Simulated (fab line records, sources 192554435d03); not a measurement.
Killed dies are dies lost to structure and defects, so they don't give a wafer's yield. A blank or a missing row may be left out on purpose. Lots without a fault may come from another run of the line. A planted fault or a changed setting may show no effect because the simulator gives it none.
fab line records | flow n5_finfet
record lots=24 wafers=72 last_day=19
route steps=1938 shown BEOL_M0_SAQP@637
lots that met no fault: from a run of the same line without faults
start_h: hours from the record's first day to the start of the lot's first wafer shown | wait_h: hours since the lot's step before | " the same as in the row above | L1.1+2: a row that stands for several wafers | - no value, or no start given | * or withheld: withheld | < > ~ a bound
route shown NAME@n: a module of which the file shows steps, and the number in the route of the first | usual: mean/standard deviation of fault-free wafers | same: alike in all rows | chamber/n: place in a boat | sites: the reading at each site | _std_site: their standard deviation | _edge_site: outer sites' mean less inner sites' | radius_mm: how far each site lies from the wafer's centre | mask NAME#n: copy n | behind: the tool/chamber that last shaped the wafer | hold: why the lot was held/for how many hours/how that ended | device: the transistor (n, p or np) that didn't switch | end of line: the same wafers' tests at the end of the route | a step without rows: its recipe alone | killed: dies lost to structure and defects at the first sort, not the wafer's yield | map: a wafer's dies, x killed, . not, _ none there
set.NAME: the setting as run; set.NAME@STEP: as run at that earlier step | model.NAME: the simulator's own value behind a step, which no gauge read
steps of the route over a sample of lots; a table a step, a row a wafer
services: from which hour (start_h, from the record's first day; less than 0 if before it) a tool's chamber was out of use, for how many hours, and why
## steps
# step N5_BEOL_M0_SAQP_PECVD_97
# recipe material=SiNx target_thk_a=230 temp_c=350 precursor=SiH4/NH3/N2 pressure_torr=1.5 rf_w=300 time_s=19.9
# usual heater_power_w=570/73 showerhead_plenum_p_Torr=5.14/0.047 throttle_valve_pct=40.2/2.7
# columns lot.wafer tool chamber start_h wait_h heater_power_w showerhead_plenum_p_Torr throttle_valve_pct
L074.1 pecvd-03 0 121.55 0.0 532 5.07 41.0
L074.4 " 1 " " 663 5.08 46.3
L074.6 " 2 " " 689 5.09 36.7
L075.2 pecvd-04 1 121.75 0.0 460 5.16 39.4
L075.4 " 2 " " 549 5.20 39.1
L075.6 " 1 " " 455 5.17 39.2
L076.3 pecvd-03 2 121.85 0.0 638 5.08 37.2
L076.4 " 2 " " 642 5.10 37.1
L076.6 " 0 " " 505 5.06 41.0
L078.1 pecvd-04 2 129.67 0.0 510 5.19 39.2
L078.3 " 1 " " 504 5.14 39.4
L078.5 " 0 " " 442 5.19 38.8
L077.4 pecvd-01 2 132.14 0.0 707 5.17 36.7
L077.5 " 2 " " 727 5.18 36.9
L077.6 " 1 " " 550 5.17 41.6
L079.2 pecvd-04 0 139.88 0.0 539 5.19 38.6
L079.5 " 2 " " 573 5.20 39.3
L079.6 " 1 " " 552 5.17 39.2
L080.1 pecvd-03 2 143.25 0.0 656 5.08 37.2
L080.2 " 0 " " 533 5.07 41.1
L080.4 " 0 " " 530 5.06 41.2
L081.3 pecvd-04 0 150.33 0.0 487 5.19 38.7
L081.5 " 1 " " 535 5.17 39.3
L081.6 " 0 " " 490 5.17 38.8
L082.1 pecvd-04 1 155.20 0.0 462 5.16 39.2
L082.3 " 2 " " 494 5.18 39.2
L082.4 " 2 " " 499 5.19 39.6
L083.1 pecvd-01 0 162.77 0.0 606 5.15 42.6
L083.4 " 2 " " 692 5.19 36.9
L083.6 " 0 " " 616 5.15 42.6
L084.1 pecvd-04 1 169.97 0.0 477 5.16 39.0
L084.3 " 2 " " 567 5.19 39.4
L084.4 " 1 " " 490 5.14 39.0
L085.2 pecvd-03 0 174.67 0.0 514 5.07 40.9
L085.4 " 1 " " 665 5.09 46.1
L085.5 " 2 " " 677 5.08 37.4
L086.1 pecvd-04 0 183.62 0.0 474 5.18 38.9
L086.2 " 1 " " 530 5.15 39.5
L086.3 " 2 " " 548 5.19 39.6
L087.2 pecvd-04 2 184.95 0.0 477 5.19 39.6
L087.4 " 1 " " 516 5.17 39.6
L087.6 " 0 " " 535 5.18 38.8
L088.1 pecvd-01 0 196.22 0.0 511 5.16 42.7
L088.3 " 2 " " 703 5.18 36.9
L088.4 " 2 " " 675 5.18 37.2
L089.1 pecvd-03 0 204.79 0.0 526 5.07 41.3
L089.3 " 2 " " 590 5.08 37.3
L089.6 " 1 " " 572 5.09 46.0
L091.1 pecvd-03 1 209.33 0.0 586 5.08 46.2
L091.3 " 0 " " 499 5.06 41.2
L091.4 " 2 " " 598 5.08 37.2
L090.1 pecvd-01 2 219.46 0.0 616 5.19 37.1
L090.2 " 0 " " 614 5.15 42.7
L090.4 " 0 " " 623 5.15 42.8
L092.2 pecvd-01 0 223.44 0.0 623 5.16 43.1
L092.3 " 0 " " 628 5.13 42.9
L092.5 " 0 " " 615 5.16 42.4
L093.1 pecvd-03 0 223.50 0.0 533 5.07 41.1
L093.2 " 2 " " 611 5.08 37.4
L093.6 " 2 " " 617 5.10 37.4
L094.2 pecvd-04 1 232.34 0.0 518 5.16 39.3
L094.5 " 1 " " 520 5.16 39.2
L094.6 " 2 " " 544 5.19 40.1
L095.1 pecvd-03 1 236.53 0.0 578 5.09 46.1
L095.2 " 0 " " 550 5.06 41.1
L095.3 " 2 " " 697 5.09 37.4
L096.1 pecvd-04 1 244.42 0.0 464 5.16 39.3
L096.2 " 0 " " 536 5.19 38.7
L096.6 " 0 " " 515 5.18 38.8
L097.1 pecvd-01 0 246.82 0.0 629 5.15 42.8
L097.3 " 2 " " 678 5.19 37.3
L097.5 " 1 " " 515 5.18 42.2
# step N5_BEOL_M0_SAQP_CD_MEAS_14
# recipe target_cd_nm=42.5 landing_energy_ev=500 detector=se_inlens
# usual cd_nm=42.5/0.43
# same landing_energy_ev=500
# columns lot.wafer tool chamber start_h wait_h cd_nm
L074.1 cd_sem-02 0 122.17 - 42.0
L074.4 " 0 " " 42.4
L074.6 " 0 " " 42.3
L075.2 cd_sem-01 0 122.37 - 42.7
L075.4 " 0 " " 42.3
L075.6 " 0 " " 42.3
L076.3 cd_sem-02 0 122.41 - 42.9
L076.4 " 0 " " 43.0
L076.6 " 0 " " 42.5
L078.1 cd_sem-01 0 130.31 - 43.1
L078.3 " 0 " " 42.9
L078.5 " 0 " " 42.9
L077.4 cd_sem-03 0 132.70 - 42.2
L077.5 " 0 " " 41.5
L077.6 " 0 " " 42.2
L079.2 cd_sem-01 0 140.49 - 42.6
L079.5 " 0 " " 42.9
L079.6 " 0 " " 42.5
L080.1 cd_sem-02 0 143.87 - 42.7
L080.2 " 0 " " 42.9
L080.4 " 0 " " 42.8
L081.3 cd_sem-01 0 150.83 - 41.9
L081.5 " 0 " " 41.6
L081.6 " 0 " " 42.0
L082.1 cd_sem-02 0 155.82 - 42.6
L082.3 " 0 " " 43.1
L082.4 " 0 " " 43.1
L083.1 cd_sem-02 0 163.39 - 42.2
L083.4 " 0 " " 41.8
L083.6 " 0 " " 42.2
L084.1 cd_sem-02 0 170.66 - 42.9
L084.3 " 0 " " 43.3
L084.4 " 0 " " 43.1
L085.2 cd_sem-03 0 175.30 - 42.1
L085.4 " 0 " " 43.0
L085.5 " 0 " " 42.6
L086.1 cd_sem-02 0 184.14 - 42.4
L086.2 " 0 " " 41.8
L086.3 " 0 " " 42.5
L087.2 cd_sem-03 0 185.59 - 42.5
L087.4 " 0 " " 41.8
L087.6 " 0 " " 42.4
L088.1 cd_sem-03 0 196.84 - 41.7
L088.3 " 0 " " 41.6
L088.4 " 0 " " 43.0
L089.1 cd_sem-01 0 205.29 - 42.2
L089.3 " 0 " " 42.0
L089.6 " 0 " " 42.6
L091.1 cd_sem-01 0 209.85 - 42.1
L091.3 " 0 " " 42.4
L091.4 " 0 " " 42.5
L090.1 cd_sem-02 0 220.13 - 42.6
L090.2 " 0 " " 42.4
L090.4 " 0 " " 42.0
L092.2 cd_sem-01 0 223.98 - 41.6
L092.3 " 0 " " 42.3
L092.5 " 0 " " 41.9
L093.1 cd_sem-02 0 224.16 - 43.0
L093.2 " 0 " " 43.3
L093.6 " 0 " " 43.1
L094.2 cd_sem-02 0 232.96 - 42.9
L094.5 " 0 " " 43.0
L094.6 " 0 " " 42.4
L095.1 cd_sem-02 0 237.03 - 42.1
L095.2 " 0 " " 42.5
L095.3 " 0 " " 42.2
L096.1 cd_sem-01 0 245.04 - 42.5
L096.2 " 0 " " 42.5
L096.6 " 0 " " 42.9
L097.1 cd_sem-01 0 247.44 - 41.9
L097.3 " 0 " " 42.3
L097.5 " 0 " " 42.0
# step N5_BEOL_M0_SAQP_ETCH_84
# recipe chemistry=N2/H2 target=SOC target_depth_a=1000 overetch_a=200 mask_material=SiARC temp_c=40 time_s=150 ion_energy_ev=200 pressure_mtorr=30 source_w=840 bias_w=150 n2_flow_sccm=200 h2_flow_sccm=200
# usual drypump_motor_current_A=6.0/0.43 oes_product_au=0.68/0.063 rf_vpp_V=523/3.1 showerhead_plenum_p_Torr=2.50/0.1 throttle_valve_pct=17.90/0.28
# columns lot.wafer tool chamber start_h wait_h drypump_motor_current_A oes_product_au rf_hours_counter_h rf_vpp_V showerhead_plenum_p_Torr throttle_valve_pct
L074.1 rie_diel-02 1 122.74 0.0 5.6 0.69 133 526 2.65 17.73
L074.4 " 3 " " 6.2 0.67 147 521 2.44 18.28
L074.6 " 1 " " 5.5 0.70 - 527 2.65 17.72
L075.2 rie_diel-01 1 123.02 0.0 5.6 0.65 191 524 2.53 18.26
L075.4 " 0 " " 5.9 0.67 177 524 2.53 18.18
L075.6 " 3 " " 6.3 0.64 - 524 2.52 17.99
L076.3 rie_diel-06 2 123.20 0.0 5.6 0.68 145 526 2.65 17.88
L076.4 " 3 " " 6.7 0.64 205 519 2.43 18.12
L076.6 " 1 " " 6.0 0.73 - 519 2.36 17.63
L078.1 rie_diel-02 1 130.48 0.0 5.5 0.70 136 527 2.65 17.72
L078.3 " 3 " " 6.2 0.66 149 521 2.44 18.28
L078.5 " 0 " " 6.8 0.64 - 520 2.38 17.68
L077.4 rie_diel-06 0 132.97 0.0 6.0 0.62 234 524 2.50 17.74
L077.5 " 2 " " 5.6 0.67 - 528 2.65 17.91
L077.6 " 1 " " 6.0 0.73 - 519 2.36 17.63
L079.2 rie_diel-06 3 140.67 0.0 6.7 0.65 211 520 2.42 18.13
L079.5 " 2 " " 5.6 0.67 - 527 2.65 17.88
L079.6 " 1 " " 6.0 0.73 - 518 2.36 17.64
L080.1 rie_diel-06 0 144.05 0.0 6.0 0.62 237 523 2.50 17.76
L080.2 " 2 " " 5.6 0.67 153 527 2.64 17.89
L080.4 " 1 " " 6.0 0.71 102 519 2.36 17.63
L081.3 rie_diel-01 2 151.00 0.0 5.4 0.70 94 523 2.57 17.83
L081.5 " 2 " " 5.4 0.70 - 525 2.57 17.82
L081.6 " 1 " " 5.6 0.64 - 523 2.52 18.29
L082.1 rie_diel-06 0 155.99 0.0 6.0 0.62 241 523 2.50 17.76
L082.3 " 1 " " 6.0 0.72 106 519 2.36 17.66
L082.4 " 2 " " 5.6 0.67 156 525 2.64 17.91
L083.1 rie_diel-01 0 163.56 0.0 5.9 0.66 188 523 2.52 18.19
L083.4 " 1 " " 5.5 0.63 203 523 2.52 18.30
L083.6 " 1 " " 5.5 0.64 - 522 2.52 18.29
L084.1 rie_diel-06 0 170.83 0.0 6.0 0.61 246 523 2.50 17.76
L084.3 " 1 " " 6.0 0.72 110 520 2.36 17.66
L084.4 " 2 " " 5.6 0.66 160 527 2.64 17.90
L085.2 rie_diel-01 1 175.47 0.0 5.5 0.63 208 523 2.52 18.30
L085.4 " 3 " " 6.3 0.62 220 522 2.52 18.00
L085.5 " 1 " " 5.6 0.63 - 524 2.52 18.29
L086.1 rie_diel-01 1 184.31 0.0 5.6 0.63 211 523 2.52 18.33
L086.2 " 0 " " 5.9 0.65 196 523 2.52 18.21
L086.3 " 2 " " 5.4 0.69 105 524 2.57 17.85
L087.2 rie_diel-02 1 185.76 0.0 5.6 0.68 156 527 2.64 17.78
L087.4 " 0 " " 6.7 0.84 8 528 2.69 17.32
L087.6 " 0 " " 6.7 0.86 - 529 2.69 17.32
L088.1 rie_diel-06 1 197.10 0.0 6.0 0.71 117 517 2.35 17.67
L088.3 " 2 " " 5.6 0.65 168 529 2.64 17.92
L088.4 " 2 " " 5.6 0.66 - 528 2.64 17.91
L089.1 rie_diel-02 2 205.46 0.0 6.6 0.71 127 518 2.35 17.89
L089.3 " 1 " " 5.5 0.67 162 527 2.64 17.77
L089.6 " 1 " " 5.5 0.67 - 527 2.64 17.79
L091.1 rie_diel-06 3 210.02 0.0 6.6 0.63 234 519 2.41 18.17
L091.3 " 0 " " 6.0 0.91 0 523 2.50 17.31
L091.4 " 1 " " 6.0 0.70 123 519 2.35 17.70
L090.1 rie_diel-06 3 220.39 0.0 6.7 0.63 236 520 2.41 18.18
L090.2 " 2 " " 5.6 0.65 175 525 2.63 17.93
L090.4 " 1 " " 6.0 0.70 124 518 2.35 17.67
L092.2 rie_diel-06 0 224.16 0.0 6.0 0.88 3 525 2.50 17.32
L092.3 " 2 " " 5.6 0.65 176 525 2.63 17.94
L092.5 " 1 " " 6.0 0.70 - 519 2.35 17.70
L093.1 rie_diel-02 2 224.34 0.0 6.6 0.70 133 518 2.35 17.92
L093.2 " 3 " " 6.2 0.64 182 520 2.42 18.35
L093.6 " 1 " " 5.6 0.67 - 528 2.63 17.80
L094.2 rie_diel-01 2 233.16 0.0 5.4 0.69 119 524 2.56 17.88
L094.5 " 1 " " 5.6 0.62 - 524 2.51 18.33
L094.6 " 0 " " 5.9 0.65 - 522 2.51 18.24
L095.1 rie_diel-01 2 237.55 0.0 5.4 0.68 121 524 2.56 17.89
L095.2 " 0 " " 5.9 0.64 211 524 2.51 18.24
L095.3 " 3 " " 6.3 0.62 239 522 2.51 18.03
L096.1 rie_diel-01 1 245.21 0.0 5.6 0.62 229 523 2.51 18.33
L096.2 " 2 " " 5.5 0.68 123 526 2.56 17.89
L096.6 " 0 " " 5.9 0.64 - 523 2.51 18.26
L097.1 rie_diel-06 0 247.61 0.0 6.0 0.85 9 523 2.49 17.34
L097.3 " 3 " " 6.6 0.63 243 520 2.41 18.20
L097.5 " 0 " " 6.0 0.85 - 522 2.49 17.34
# step N5_BEOL_M0_SAQP_STRIP_86
# recipe chemistry=N2/H2 power_w=500 temp_c=40 pressure_mtorr=50 rf_frequency_hz=6e+07 overash_fraction=0.3 bias_power_w=28 h2_frac=0.5 n2_flow_sccm=300 h2_flow_sccm=300
# usual drypump_motor_current_A=6.1/0.46 oes_product_au=0.76/0.071 rf_vpp_V=121.7/1.6 showerhead_plenum_p_Torr=3.31/0.14 throttle_valve_pct=19.0/0.33
# columns lot.wafer tool chamber start_h wait_h drypump_motor_current_A oes_product_au rf_hours_counter_h rf_vpp_V showerhead_plenum_p_Torr throttle_valve_pct
L074.1 rie_diel-06 0 123.08 0.1 6.0 0.70 230 122.2 3.31 18.6
L074.4 " 2 " " 5.6 0.74 145 122.0 3.49 19.0
L074.6 " 1 " " 6.0 0.82 - 118.6 3.13 18.6
L075.2 rie_diel-02 1 123.39 0.1 5.6 0.77 134 122.4 3.50 18.8
L075.4 " 3 " " 6.2 0.73 147 118.5 3.23 19.6
L075.6 " 0 " " 6.8 0.72 - 122.9 3.16 18.9
L076.3 rie_diel-06 0 123.51 0.1 6.0 0.69 230 122.3 3.31 18.6
L076.4 " 1 " " 6.0 0.80 95 120.0 3.13 18.6
L076.6 " 3 " " 6.7 0.72 - 119.9 3.21 19.3
L078.1 rie_diel-06 1 130.77 0.1 6.0 0.82 98 123.0 3.13 18.6
L078.3 " 2 " " 5.6 0.75 148 123.9 3.49 19.0
L078.5 " 0 " " 6.0 0.69 - 122.3 3.31 18.6
L077.4 rie_diel-02 1 133.26 0.1 5.5 0.76 138 123.3 3.49 18.8
L077.5 " 0 " " 6.7 0.71 - 119.9 3.15 18.9
L077.6 " 1 " " 5.5 0.77 - 121.1 3.49 18.8
L079.2 rie_diel-06 0 140.95 0.1 6.0 0.68 237 123.3 3.31 18.6
L079.5 " 1 " " 6.0 0.80 - 122.8 3.13 18.6
L079.6 " 0 " " 6.0 0.69 - 121.5 3.31 18.6
L080.1 rie_diel-02 1 144.34 0.1 5.5 0.76 141 123.3 3.49 18.8
L080.2 " 2 " " 6.6 0.78 105 119.1 3.13 19.0
L080.4 " 1 " " 5.6 0.76 - 123.5 3.49 18.8
L081.3 rie_diel-01 0 151.29 0.1 5.9 0.75 186 122.1 3.34 19.2
L081.5 " 3 " " 6.3 0.70 - 121.1 3.33 19.2
L081.6 " 2 " " 5.4 0.79 - 121.8 3.40 19.1
L082.1 rie_diel-02 3 156.29 0.1 6.2 0.73 160 122.3 3.22 19.6
L082.3 " 1 " " 5.5 0.76 147 120.7 3.49 18.8
L082.4 " 1 " " 5.5 0.76 - 121.6 3.49 18.8
L083.1 rie_diel-06 1 163.87 0.1 6.0 0.80 108 119.6 3.12 18.6
L083.4 " 3 " " 6.7 0.71 218 121.9 3.20 19.3
L083.6 " 1 " " 6.0 0.81 - 121.8 3.12 18.6
L084.1 rie_diel-02 2 171.12 0.1 6.7 0.78 116 119.9 3.12 19.1
L084.3 " 3 " " 6.2 0.72 165 118.8 3.22 19.6
L084.4 " 1 " " 5.6 0.76 151 120.4 3.49 18.8
L085.2 rie_diel-02 2 175.80 0.1 6.7 0.78 117 120.1 3.12 19.0
L085.4 " 3 " " 6.2 0.72 166 123.5 3.22 19.6
L085.5 " 0 " " 6.8 0.97 - 123.2 3.55 18.6
L086.1 rie_diel-01 2 184.71 0.2 5.4 0.77 105 121.4 3.39 19.1
L086.2 " 3 " " 6.3 0.69 224 121.6 3.32 19.2
L086.3 " 1 " " 5.6 0.70 211 123.2 3.33 19.2
L087.2 rie_diel-02 3 186.05 0.1 6.2 0.71 170 120.0 3.21 19.6
L087.4 " 2 " " 6.7 0.77 121 116.6 3.12 19.1
L087.6 " 0 " " 6.7 0.96 - 123.3 3.55 18.6
L088.1 rie_diel-02 2 197.39 0.1 6.7 0.77 124 120.2 3.12 19.0
L088.3 " 1 " " 5.6 0.76 159 124.6 3.48 18.8
L088.4 " 3 " " 6.2 0.71 173 123.9 3.21 19.6
L089.1 rie_diel-06 2 205.85 0.2 5.6 0.73 171 121.0 3.48 19.0
L089.3 " 3 " " 6.7 0.70 232 121.8 3.20 19.3
L089.6 " 2 " " 5.6 0.73 - 120.6 3.48 19.0
L091.1 rie_diel-01 1 210.33 0.1 5.6 0.69 218 122.2 3.32 19.1
L091.3 " 2 " " 5.4 0.76 112 121.2 3.39 19.1
L091.4 " 0 " " 5.9 0.73 204 121.3 3.33 19.3
L090.1 rie_diel-06 2 220.68 0.1 5.6 0.72 175 122.4 3.47 19.0
L090.2 " 1 " " 6.0 0.79 125 121.0 3.12 18.7
L090.4 " 0 " " 6.0 0.99 2 121.4 3.30 18.2
L092.2 rie_diel-06 3 224.45 0.1 6.7 0.68 237 119.9 3.19 19.3
L092.3 " 2 " " 5.6 0.71 176 122.4 3.47 19.0
L092.5 " 1 " " 6.0 0.78 - 120.1 3.11 18.7
L093.1 rie_diel-01 3 224.63 0.1 6.3 0.68 235 121.4 3.32 19.3
L093.2 " 2 " " 5.4 0.77 116 121.6 3.38 19.1
L093.6 " 2 " " 5.4 0.77 - 121.2 3.39 19.1
L094.2 rie_diel-02 3 233.45 0.1 6.2 0.72 185 122.0 3.21 19.6
L094.5 " 1 " " 5.6 0.75 - 125.2 3.48 18.9
L094.6 " 0 " " 6.7 0.93 - 124.7 3.54 18.6
L095.1 rie_diel-01 3 238.05 0.3 6.3 0.68 240 122.2 3.31 19.3
L095.2 " 1 " " 5.5 0.69 227 122.1 3.32 19.2
L095.3 " 2 " " 5.4 0.76 121 120.5 3.38 19.1
L096.1 rie_diel-02 3 245.50 0.1 6.2 0.70 186 123.7 3.21 19.6
L096.2 " 2 " " 6.7 0.76 139 120.2 3.11 19.1
L096.6 " 2 " " 6.7 0.76 - 121.2 3.11 19.1
L097.1 rie_diel-01 2 247.90 0.1 5.4 0.77 124 120.8 3.38 19.1
L097.3 " 3 " " 6.3 0.70 243 123.0 3.31 19.3
L097.5 " 2 " " 5.4 0.77 - 122.1 3.38 19.1
# step N5_BEOL_M0_SAQP_RECESS_109
# recipe chemistry=HF/NH3 target=SiO2 target_depth_a=30 afs_cycles=1 temp_c=30 sublimation_temp_c=180 sublimation_time_s=60
# usual drypump_motor_current_A=5.57/0.16
# columns lot.wafer tool chamber start_h wait_h drypump_motor_current_A
L074.1 vapor_etch-01 0 126.16 0.7 5.70
L074.4 " 0 " " 5.74
L074.6 " 1 " " 5.72
L075.2 vapor_etch-02 1 126.29 0.5 5.61
L075.4 " 0 " " 5.32
L075.6 " 0 " " 5.36
L076.3 vapor_etch-01 0 126.80 0.2 5.70
L076.4 " 1 " " 5.73
L076.6 " 0 " " 5.69
L078.1 vapor_etch-02 1 133.14 0.0 5.62
L078.3 " 1 " " 5.60
L078.5 " 1 " " 5.59
L077.4 vapor_etch-01 0 135.47 0.1 5.69
L077.5 " 1 " " 5.71
L077.6 " 0 " " 5.67
L079.2 vapor_etch-02 1 143.69 0.0 5.61
L079.5 " 1 " " 5.61
L079.6 " 0 " " 5.30
L080.1 vapor_etch-01 0 146.56 0.0 5.73
L080.2 " 1 " " 5.72
L080.4 " 1 " " 5.72
L081.3 vapor_etch-02 1 153.71 0.1 5.60
L081.5 " 0 " " 5.34
L081.6 " 1 " " 5.61
L082.1 vapor_etch-02 0 159.46 0.0 5.34
L082.3 " 0 " " 5.31
L082.4 " 1 " " 5.61
L083.1 vapor_etch-02 0 166.11 0.0 5.34
L083.4 " 0 " " 5.32
L083.6 " 1 " " 5.60
L084.1 vapor_etch-01 0 173.94 0.0 5.70
L084.3 " 1 " " 5.70
L084.4 " 0 " " 5.69
L085.2 vapor_etch-02 1 177.90 0.0 5.63
L085.4 " 0 " " 5.32
L085.5 " 0 " " 5.31
L086.1 vapor_etch-01 0 186.81 0.0 5.66
L086.2 " 1 " " 5.70
L086.3 " 1 " " 5.70
L087.2 vapor_etch-02 0 188.41 0.0 5.32
L087.4 " 1 " " 5.58
L087.6 " 0 " " 5.31
L088.1 vapor_etch-01 0 199.45 0.0 5.71
L088.3 " 1 " " 5.72
L088.4 " 0 " " 5.72
L089.1 vapor_etch-02 1 207.96 0.0 5.58
L089.3 " 0 " " 5.33
L089.6 " 0 " " 5.35
L091.1 vapor_etch-01 0 212.59 0.0 5.69
L091.3 " 1 " " 5.72
L091.4 " 0 " " 5.70
L090.1 vapor_etch-02 0 223.13 0.0 5.33
L090.2 " 1 " " 5.61
L090.4 " 1 " " 5.61
L092.2 vapor_etch-01 1 226.58 0.0 5.70
L092.3 " 1 " " 5.68
L092.5 " 1 " " 5.70
L093.1 vapor_etch-02 1 227.31 0.0 5.61
L093.2 " 0 " " 5.34
L093.6 " 0 " " 5.30
L094.2 vapor_etch-02 1 235.51 0.0 5.61
L094.5 " 1 " " 5.62
L094.6 " 0 " " 5.37
L095.1 vapor_etch-02 0 240.62 0.0 5.29
L095.2 " 1 " " 5.60
L095.3 " 1 " " 5.61
L096.1 vapor_etch-01 0 248.56 0.0 5.70
L096.2 " 1 " " 5.70
L096.6 " 0 " " 5.71
L097.1 vapor_etch-02 1 250.03 0.0 5.62
L097.3 " 0 " " 5.36
L097.5 " 1 " " 5.61
# step N5_BEOL_M0_SAQP_CD_MEAS_40
# recipe target_cd_nm=30 landing_energy_ev=500 detector=se_inlens
# usual cd_nm=30.07/0.23
# same landing_energy_ev=500
# columns lot.wafer tool chamber start_h wait_h cd_nm
L074.1 cd_sem-01 0 127.48 - 30.08
L074.4 " 0 " " 29.97
L074.6 " 0 " " 29.97
L075.2 cd_sem-03 0 127.68 - 29.89
L075.4 " 0 " " 30.09
L075.6 " 0 " " 29.99
L076.3 cd_sem-03 0 128.14 - 29.96
L076.4 " 0 " " 29.66
L076.6 " 0 " " 29.84
L078.1 cd_sem-03 0 134.46 - 30.30
L078.3 " 0 " " 30.10
L078.5 " 0 " " 30.14
L077.4 cd_sem-02 0 136.64 - 30.02
L077.5 " 0 " " 30.11
L077.6 " 0 " " 30.12
L079.2 cd_sem-03 0 144.89 - 29.66
L079.5 " 0 " " 30.04
L079.6 " 0 " " 29.67
L080.1 cd_sem-01 0 147.76 - 29.98
L080.2 " 0 " " 29.99
L080.4 " 0 " " 30.29
L081.3 cd_sem-01 0 155.02 - 29.69
L081.5 " 0 " " 30.21
L081.6 " 0 " " 30.01
L082.1 cd_sem-03 0 161.87 - 29.91
L082.3 " 0 " " 29.89
L082.4 " 0 " " 30.06
L083.1 cd_sem-02 0 167.50 - 29.73
L083.4 " 0 " " 29.81
L083.6 " 0 " " 30.11
L084.1 cd_sem-03 0 175.26 - 30.05
L084.3 " 0 " " 30.24
L084.4 " 0 " " 29.86
L085.2 cd_sem-03 0 180.00 - 30.08
L085.4 " 0 " " 30.52
L085.5 " 0 " " 30.53
L086.1 cd_sem-03 0 188.67 - 29.80
L086.2 " 0 " " 29.90
L086.3 " 0 " " 30.27
L087.2 cd_sem-02 0 189.63 - 29.55
L087.4 " 0 " " 29.99
L087.6 " 0 " " 29.69
L088.1 cd_sem-02 0 200.65 - 30.32
L088.3 " 0 " " 30.08
L088.4 " 0 " " 29.94
L089.1 cd_sem-02 0 209.49 - 30.20
L089.3 " 0 " " 30.06
L089.6 " 0 " " 30.36
L091.1 cd_sem-01 0 215.14 - 30.57
L091.3 " 0 " " 29.54
L091.4 " 0 " " 29.93
L090.1 cd_sem-03 0 224.49 - 30.04
L090.2 " 0 " " 30.00
L090.4 " 0 " " 29.72
L092.2 cd_sem-03 0 227.78 - 30.23
L092.3 " 0 " " 30.04
L092.5 " 0 " " 30.63
L093.1 cd_sem-02 0 228.67 - 29.73
L093.2 " 0 " " 29.83
L093.6 " 0 " " 30.08
L094.2 cd_sem-02 0 237.88 - 30.11
L094.5 " 0 " " 30.31
L094.6 " 0 " " 30.05
L095.1 cd_sem-01 0 241.94 - 30.25
L095.2 " 0 " " 30.28
L095.3 " 0 " " 30.22
L096.1 cd_sem-01 0 250.12 - 30.03
L096.2 " 0 " " 30.09
L096.6 " 0 " " 29.76
L097.1 cd_sem-02 0 251.53 - 29.75
L097.3 " 0 " " 30.02
L097.5 " 0 " " 30.45
## services
# columns tool chamber start_h hours kind
rie_diel-06 2 100.74 18.2 repair
pecvd-04 1 105.22 5.5 scheduled_down
pecvd-03 1 110.85 2.0 repair
rie_diel-02 2 130.94 1.8 repair
rie_diel-02 0 143.18 - clean
rie_diel-02 0 143.18 - consumable_replace:focus_ring
rie_diel-02 0 143.18 - consumable_replace:showerhead
rie_diel-02 0 143.18 14.2 scheduled_down
rie_diel-02 0 143.18 14.2 vent_cycle
vapor_etch-01 - 151.78 15.6 pm
rie_diel-01 - 153.03 1.0 repair
pecvd-03 1 160.18 2.1 scheduled_down
pecvd-04 0 166.88 4.2 repair
pecvd-01 1 172.14 14.2 repair
rie_diel-06 0 189.62 - clean
rie_diel-06 0 189.62 - consumable_replace:focus_ring
rie_diel-06 0 189.62 19.5 scheduled_down
rie_diel-06 0 189.62 19.5 vent_cycle
vapor_etch-02 - 190.48 0.4 repair
rie_diel-02 0 199.21 4.1 repair
pecvd-04 - 222.57 1.0 repair
rie_diel-06 - 227.86 0.3 repair
rie_diel-02 3 237.17 2.9 repair
pecvd-03 - 240.43 0.4 repair
## key
fault none
